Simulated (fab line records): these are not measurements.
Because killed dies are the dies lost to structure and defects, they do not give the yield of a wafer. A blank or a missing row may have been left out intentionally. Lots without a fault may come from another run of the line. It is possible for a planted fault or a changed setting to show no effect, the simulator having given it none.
Lot-split experiment    flow n5 finfet    route with 1938 steps; 7 lots, 21 wafers read

THE SPLIT ITSELF
At N5_BEOL_M5_COAT_05 (resist thk 30 nm), the setting spin rpm was moved away from the recipe's 1500 rpm on 7 of the 21 wafers read, by -8.3% to +10.8%. This setting was run at the recipe's value on the other wafers.

FROM THE SPLIT TO THE READING: what the file shows between them, 2 steps
- N5_BEOL_M5_EBR_07
- N5_BEOL_M5_SOFTBAKE_06: time 60 s

THE READING
CAR-EUV_of_BEOL_M5_COAT_05.thk nm (the simulator's own value, which no gauge read), in nm, at N5_BEOL_M5_DESCUM_16 (chemistry O2, time 7 s). No usual value for it is given in the file. The 14 wafers here that ran the recipe average 26.1 nm, standard deviation 0.09 nm.

wafer   tool, chamber at the split  spin rpm as run, rpm  against the recipe  CAR-EUV_of_BEOL_M5_COAT_05.thk nm, nm  against lot-mates on the recipe
L079.1  litho track-05, 0           1500                  recipe              26.2                                   -
L079.2  litho track-05, 0           1500                  recipe              26.2                                   -
L079.6  litho track-05, 0           1500                  recipe              26.2                                   -
L081.3  litho track-05, 0           1662                  +10.8%              24.6                                   -1.6
L081.5  litho track-05, 0           1662                  +10.8%              24.6                                   -1.6
L081.6  litho track-05, 0           1500                  recipe              26.2                                   -
L082.1  litho track-03, 0           1606                  +7.1%               25                                     -1.0
L082.2  litho track-03, 0           1500                  recipe              26                                     -
L082.3  litho track-03, 0           1500                  recipe              26                                     -
L086.3  litho track-02, 0           1500                  recipe              26.2                                   -
L086.5  litho track-02, 0           1500                  recipe              26.2                                   -
L086.6  litho track-02, 0           1500                  recipe              26                                     -
L088.1  litho track-03, 0           1500                  recipe              26.2                                   -
L088.2  litho track-03, 0           1500                  recipe              26.2                                   -
L088.4  litho track-03, 0           1375                  -8.3%               27.4                                   +1.2
L093.3  litho track-02, 0           1637                  +9.1%               24.8                                   -1.3
L093.4  litho track-02, 0           1500                  recipe              26                                     -
L093.5  litho track-02, 0           1500                  recipe              26.2                                   -
L095.1  litho track-02, 0           1500                  recipe              26.2                                   -
L095.2  litho track-02, 0           1421                  -5.3%               27                                     +0.8
L095.4  litho track-02, 0           1421                  -5.3%               27                                     +0.8

FIT RESULTS
A straight line over all 21 wafers: CAR-EUV_of_BEOL_M5_COAT_05.thk nm changes by -0.149 nm for each +1% of spin rpm; r = -0.99; the points scatter about the line by 0.086 nm.
The same after taking each lot's own level away (the mean of its wafers on the recipe; 21 wafers): -0.146 nm for each +1%; r = -1.00; scatter 0.052 nm.
The reading moves by 1.6 nm for the largest change in spin rpm, on that fit.
From 26.00 to 26.20 nm: that is the span of the lots' own levels, equal to 2.2 times the standard deviation above.
So the lot-to-lot level changes the slope little: the two slopes agree.
Check: for one of the wafers moved furthest among these (+10.8%), held out of the fit, the line's prediction against its lot-mates is -1.57 nm. Against them it came out at -1.6 nm.

OTHER SPLITS ON THESE WAFERS
Other splits were also applied to these wafers ahead of the reading. Each is held against what the fit with the lots' levels taken away leaves over:
other split on the same wafers     wafers away from the commonest value  r with CAR-EUV_of_BEOL_M5_COAT_05.thk nm (lot level and that fit taken away)
N5_BEOL_M1_EXPOSE_25 dose mj       8                                     +0.19
N5_BEOL_M2_VIA_ETCH_34 source w    6                                     -0.14
N5_BEOL_M4_HM_DEP_02 target thk a  4                                     +0.18
N5_BEOL_M4_COAT_73 spin rpm        8                                     +0.15
N5_BEOL_M5_ILD_DEP_00 time s       5                                     +0.21

THE WHOLE CHAIN: every reading that the file lists as answering this split, in the file's order
step                  what it does            reading                                                                             change (the file's fit)                r (the file's)
N5_BEOL_M5_COAT_05    resist thk 30 nm        CAR-EUV_of_BEOL_M5_COAT_05.thk nm (the simulator's own value, which no gauge read)  -0.146 nm for each +1% of the setting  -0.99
N5_BEOL_M5_DESCUM_16  chemistry O2, time 7 s  CAR-EUV_of_BEOL_M5_COAT_05.thk nm (the simulator's own value, which no gauge read)  -0.145 nm for each +1% of the setting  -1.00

FILE'S OWN FIT
CAR-EUV_of_BEOL_M5_COAT_05.thk nm changes by -0.145 nm for each +1% of spin rpm, r = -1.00.
